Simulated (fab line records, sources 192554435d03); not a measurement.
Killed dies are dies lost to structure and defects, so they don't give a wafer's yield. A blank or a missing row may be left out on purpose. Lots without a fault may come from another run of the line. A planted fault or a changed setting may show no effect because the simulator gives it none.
A struck lot beside a sound one | flow n5_finfet | 39 steps out of a route of 1938
Sound: wafers L519.1, L519.2, L519.3. Struck: wafer L532.3. (L532.5, L532.6 of the same lot were not struck and are left out.) The cause comes at the end.
At each step with rows: each side's tool, then ch and its chambers, then its first start. Under that, the readings that differ: sound wafers | struck wafers | difference of the means | sigmas: that difference in standard deviations of wafers without a fault.
alike: readings whose means differ by less than 2 such deviations, and words and numbers that are the same on both sides. not compared: withheld readings, readings that some wafer has no value for, bounds like >300 that may hide the same value, and numbers for which the record gives no deviation and whose values overlap.
The two part at a step that has a row with sigmas, a row that says differs or no value, or rows on one side only. Numbers that don't overlap but have no deviation are shown without sigmas and don't part them. A reading that every wafer of one side lacks parts them only if that side has two wafers or more.

first, 12 steps without rows for these wafers: N5_SDB_ETCH_18 (etches SOC in N2/H2, target depth 100 nm, overetch 20 nm, time 150 s); N5_SDB_STRIP_19 (strips in N2/H2); N5_SDB_STRIP_21 (strips in CF4); N5_SDB_HM_OPEN_20 (chemistry CH3F/O2, target SiNx, stops on poly-Si, target depth 24 nm); N5_SDB_STRIP_22 (strips in N2/H2); N5_SDB_PRECLEAN_23 (cleans in dHF, time 30 s); N5_SDB_DUMMY_REMOVE_24 (chemistry TMAH, target poly-Si, stops on SiO2, target depth 142 nm, time 57 s, rinse time 30 s); N5_SDB_ETCH_25 (etches SiO2 in C4F6/O2, target depth 10 nm, time 3.3 s); N5_SDB_CUT_ETCH_26 (etches Si in HBr/Cl2/O2, target depth 129.6 nm, bt time 20 s, time 51.8 s); N5_SDB_PRECLEAN_38 (cleans in dHF, time 10 s); N5_SDB_PRECLEAN_39 (cleans in O3/DIW, time 45 s); N5_SDB_SRD_28 (time 30 s).
N5_SDB_ALD_29: deposits SiNx, target thk 30 nm, pulse time 1 s, ald cycles 600.
  sound on ald_sin-02 ch 1,2,3, day 5 14:17; struck on ald_sin-02 ch 0, day 8 22:52
  reading                              | sound       | struck | difference | sigmas
  ald_cycles                           | 600 600 600 | 498    | -102       |
  model.SiNx_of_SDB_ALD_29.thk_nm (nm) | 30 30 30    | 25     | -5         |
  alike: heater_power_w, precursor_pulse_height_rel
then, 23 steps without rows for these wafers: N5_SDB_CMP_30 (polishes, stops on poly-Si, t overpolish 1.54 s, target thk 30 nm); N5_DUMMY_REMOVAL_HM_STRIP_01 (strips SiNx in CH3F/O2, stops on poly-Si, target depth 4 nm, time 6.8 s); N5_DUMMY_REMOVAL_STRIP_10 (strips in N2/H2, time 40 s); N5_DUMMY_REMOVAL_PRECLEAN_07 (cleans in dHF, time 30 s); N5_DUMMY_REMOVAL_DUMMY_REMOVE_02 (chemistry TMAH, target poly-Si, stops on SiO2, target depth 142 nm, time 57 s, rinse time 30 s); N5_DUMMY_REMOVAL_PRECLEAN_08 (cleans in NF3:NH3, afs cycles 2, time 20 s, sublimation time 60 s); N5_DUMMY_REMOVAL_PRECLEAN_04 (cleans in DHF, time 37 s); N5_DUMMY_REMOVAL_SRD_05 (time 30 s); N5_HKMG_FIN_IL_REGROW_00 (material SiO2, chemistry O3, target thk 0.75 nm, time 30 s); N5_HKMG_FIN_HK_ALD_01 (deposits HfO2, target thk 1.6 nm, pulse time 3 s, purge time 3 s); N5_HKMG_FIN_HK_ANNEAL_02 (time 30 s); N5_HKMG_FIN_ALD_74 (deposits La2O3, target thk 0.5 nm, pulse time 6 s, co reactant pulse time 1 s); N5_HKMG_FIN_ALD_75 (deposits Al2O3, target thk 1 nm, co reactant pulse time 1 s); N5_HKMG_FIN_COAT_41 (time 60 s, resist thk 300 nm); N5_HKMG_FIN_COAT_42 (time 60 s, resist thk 35 nm); N5_HKMG_FIN_COAT_43 (resist thk 90 nm); N5_HKMG_FIN_EBR_45; N5_HKMG_FIN_SOFTBAKE_44 (time 60 s); N5_HKMG_FIN_EXPOSE_46 (exposes mask NDIPOLE); N5_HKMG_FIN_PEB_47 (peb time 60 s); N5_HKMG_FIN_DEVELOP_48 (develop time 30 s); N5_HKMG_FIN_DESCUM_53 (chemistry O2, time 7.9 s); N5_HKMG_FIN_ETCH_54 (etches SiARC in CF4, target depth 45.5 nm, time 75.8 s).
N5_GATE_CUT_ETCH_58: etches SiNx in CH3F/O2, target depth 17 nm, time 128.6 s.
  sound on rie_diel-04 ch 0,2,3, day 6 04:50; struck on rie_diel-01 ch 0, day 9 12:20
  reading                              | sound          | struck | difference | sigmas
  model.SiNx_of_SDB_ALD_29.thk_nm (nm) | 24.4 24.6 24.4 | 20.4   | -4.1       |
  alike: CH3F_flow_sccm, drypump_motor_current_A, oes_product_au, rf_vpp_V, showerhead_plenum_p_Torr, throttle_valve_pct
  not compared: rf_hours_counter_h
-- the record jumps here: 5 days lie between the struck wafers' starts before and after (it left off in module GATE_CUT and takes up again in module BEOL_M4, whose first step shown is number 1111 of the route) --
N5_BEOL_M4_RC_MEAS_101:
  sound on prober-01 ch 0, day 11 12:47; struck on prober-02 ch 0, day 14 18:57
  reading        | sound             | struck | difference | sigmas
  DIBL_N (mV/V)  | 34.8 36.9 35.2    | 38.5   | +2.9       | +2
  DIBL_P (mV/V)  | 34.0 36.2 34.4    | 38.4   | +3.5       | +3
  IOFF_N (nA/um) | 0.127 0.155 0.138 | 0.196  | +0.056     | +3
  IOFF_P (nA/um) | 0.188 0.208 0.192 | 0.252  | +0.056     | +3
  SS_N (mV/dec)  | 70.6 71.2 70.4    | 72.2   | +1.5       | +3
  SS_P (mV/dec)  | 72.8 73.1 72.8    | 74.3   | +1.4       | +3
  VT_N (mV)      | 253.1 250.3 250.2 | 245.5  | -5.7       | -2
  alike: ION_N, ION_P, VT_P
N5_PASSIVATION_PROBE_49:
  the record has rows for the sound wafers here (prober-01, day 15 16:57) and none for the struck ones

WHERE THEY PART
First at N5_BEOL_M4_RC_MEAS_101; last, within this record, at N5_PASSIVATION_PROBE_49.

WHY: what the simulator had put in
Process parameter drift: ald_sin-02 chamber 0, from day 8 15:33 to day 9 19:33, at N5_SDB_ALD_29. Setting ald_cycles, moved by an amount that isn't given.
